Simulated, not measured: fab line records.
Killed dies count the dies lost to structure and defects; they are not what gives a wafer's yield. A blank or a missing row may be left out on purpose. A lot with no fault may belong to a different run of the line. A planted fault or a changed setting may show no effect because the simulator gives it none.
Which tool did it? / flow n5 finfet / 11 lots with 29 wafers sampled at 2 steps, on a route of 1938 steps

WHAT THE GAUGES READ, wafer by wafer
N5_BEOL_M8_CD_MEAS_18: pitch 80 nm, target cd 40 nm. Usual: 40.3 nm for cd nm, sd 0.69.
lot=L792; measured=day 9 11:10; on=cd sem-02; cd nm (nm)=40.0 41.4 39.2; flag=
lot=L801; measured=day 11 14:37; on=cd sem-02; cd nm (nm)=40.5 40.5 39.9; flag=
lot=L804; measured=day 12 12:31; on=cd sem-03; cd nm (nm)=40.3 39.8; flag=
lot=L805; measured=day 12 22:53; on=cd sem-02; cd nm (nm)=40.1 40.1; flag=
lot=L807; measured=day 13 07:55; on=cd sem-03; cd nm (nm)=40.2 40.4 40.1; flag=
lot=L808; measured=day 13 08:17; on=cd sem-03; cd nm (nm)=41.5 41.5; flag=
lot=L810; measured=day 13 19:00; on=cd sem-01; cd nm (nm)=39.8 40.5 40.4; flag=
lot=L809; measured=day 13 23:40; on=cd sem-03; cd nm (nm)=39.7 39.7; flag=
lot=L812; measured=day 14 02:38; on=cd sem-01; cd nm (nm)=38.3 39.7 40.3; flag=
lot=L813; measured=day 14 18:59; on=cd sem-03; cd nm (nm)=40.4 41.4 40.4; flag=
lot=L814; measured=day 15 06:30; on=cd sem-02; cd nm (nm)=40.4 40.0 40.4; flag=

WHICH TOOL RAN EACH LOT (tool, then ch and the chambers of the sampled wafers, then the start)
lot=L792; N5_BEOL_M8_STRIP_19=rie diel-01 ch 0,1,3, day 9 11:05
lot=L801; N5_BEOL_M8_STRIP_19=rie diel-04 ch 0,1,3, day 11 14:32
lot=L804; N5_BEOL_M8_STRIP_19=rie diel-04 ch 2,3, day 12 12:27
lot=L805; N5_BEOL_M8_STRIP_19=rie diel-01 ch 0, day 12 22:49
lot=L807; N5_BEOL_M8_STRIP_19=rie diel-04 ch 1,2, day 13 07:51
lot=L808; N5_BEOL_M8_STRIP_19=rie diel-04 ch 0,3, day 13 08:13
lot=L810; N5_BEOL_M8_STRIP_19=rie diel-05 ch 0,1,3, day 13 18:56
lot=L809; N5_BEOL_M8_STRIP_19=rie diel-01 ch 0,3, day 13 23:36
lot=L812; N5_BEOL_M8_STRIP_19=rie diel-04 ch 0,2,3, day 14 02:34
lot=L813; N5_BEOL_M8_STRIP_19=rie diel-04 ch 2,3, day 14 18:55
lot=L814; N5_BEOL_M8_STRIP_19=rie diel-05 ch 0,2,3, day 15 06:26
- N5_BEOL_M8_STRIP_19: strips in O2.

AS READ BY THE TOOLS THEMSELVES (means over the sampled wafers that have a number; for cases with no such wafer, the mark the record gives instead)
N5_BEOL_M8_STRIP_19. Usual: drypump motor current A 5.7 A, standard deviation 0.47; oes product au 0.80 a.u., standard deviation 0.071; rf vpp V 3.7 V, standard deviation 0.6; showerhead plenum p Torr 2.07 Torr, standard deviation 0.045; throttle valve pct 16.72 %, standard deviation 0.25.
lot=L792; tool=rie diel-01; drypump motor current A (A)=6.0; oes product au (a.u.)=0.74; rf vpp V (V)=4.4; showerhead plenum p Torr (Torr)=2.09; throttle valve pct (%)=16.95; flag=
lot=L801; tool=rie diel-04; drypump motor current A (A)=5.8; oes product au (a.u.)=0.82; rf vpp V (V)=3.8; showerhead plenum p Torr (Torr)=2.06; throttle valve pct (%)=16.59; flag=
lot=L804; tool=rie diel-04; drypump motor current A (A)=5.7; oes product au (a.u.)=0.87; rf vpp V (V)=4.1; showerhead plenum p Torr (Torr)=2.05; throttle valve pct (%)=16.48; flag=
lot=L805; tool=rie diel-01; drypump motor current A (A)=6.3; oes product au (a.u.)=0.74; rf vpp V (V)=3.8; showerhead plenum p Torr (Torr)=2.10; throttle valve pct (%)=16.81; flag=
lot=L807; tool=rie diel-04; drypump motor current A (A)=5.4; oes product au (a.u.)=0.84; rf vpp V (V)=3.7; showerhead plenum p Torr (Torr)=2.11; throttle valve pct (%)=16.72; flag=
lot=L808; tool=rie diel-04; drypump motor current A (A)=6.0; oes product au (a.u.)=0.80; rf vpp V (V)=3.0; showerhead plenum p Torr (Torr)=2.02; throttle valve pct (%)=16.55; flag=
lot=L810; tool=rie diel-05; drypump motor current A (A)=5.3; oes product au (a.u.)=0.82; rf vpp V (V)=3.4; showerhead plenum p Torr (Torr)=2.03; throttle valve pct (%)=16.65; flag=
lot=L809; tool=rie diel-01; drypump motor current A (A)=6.2; oes product au (a.u.)=0.73; rf vpp V (V)=3.5; showerhead plenum p Torr (Torr)=2.09; throttle valve pct (%)=16.77; flag=
lot=L812; tool=rie diel-04; drypump motor current A (A)=5.8; oes product au (a.u.)=0.82; rf vpp V (V)=3.4; showerhead plenum p Torr (Torr)=2.03; throttle valve pct (%)=16.56; flag=
lot=L813; tool=rie diel-04; drypump motor current A (A)=5.6; oes product au (a.u.)=0.84; rf vpp V (V)=3.6; showerhead plenum p Torr (Torr)=2.05; throttle valve pct (%)=16.54; flag=
lot=L814; tool=rie diel-05; drypump motor current A (A)=5.6; oes product au (a.u.)=0.78; rf vpp V (V)=3.6; showerhead plenum p Torr (Torr)=2.03; throttle valve pct (%)=16.76; flag=

THE ANSWER, worked out from the rows above alone
Rule: a lot is off if the mean of its wafers that have a number lies more than 3 standard deviations from the usual mean. A lot without any number at a reading at which 4 lots or more have one is off too. Any other lot the step has rows for is counted as sound. The gauges are gone through in route order, then the tools' own readings, and for those a lot's mean is taken as printed above. At the first step where some lot is off, the reading lying furthest off is the one used; lots without a number count as furthest.
No lot is off on any of the readings shown, so nothing can be concluded from this.

WHAT WAS PUT IN BY THE SIMULATOR
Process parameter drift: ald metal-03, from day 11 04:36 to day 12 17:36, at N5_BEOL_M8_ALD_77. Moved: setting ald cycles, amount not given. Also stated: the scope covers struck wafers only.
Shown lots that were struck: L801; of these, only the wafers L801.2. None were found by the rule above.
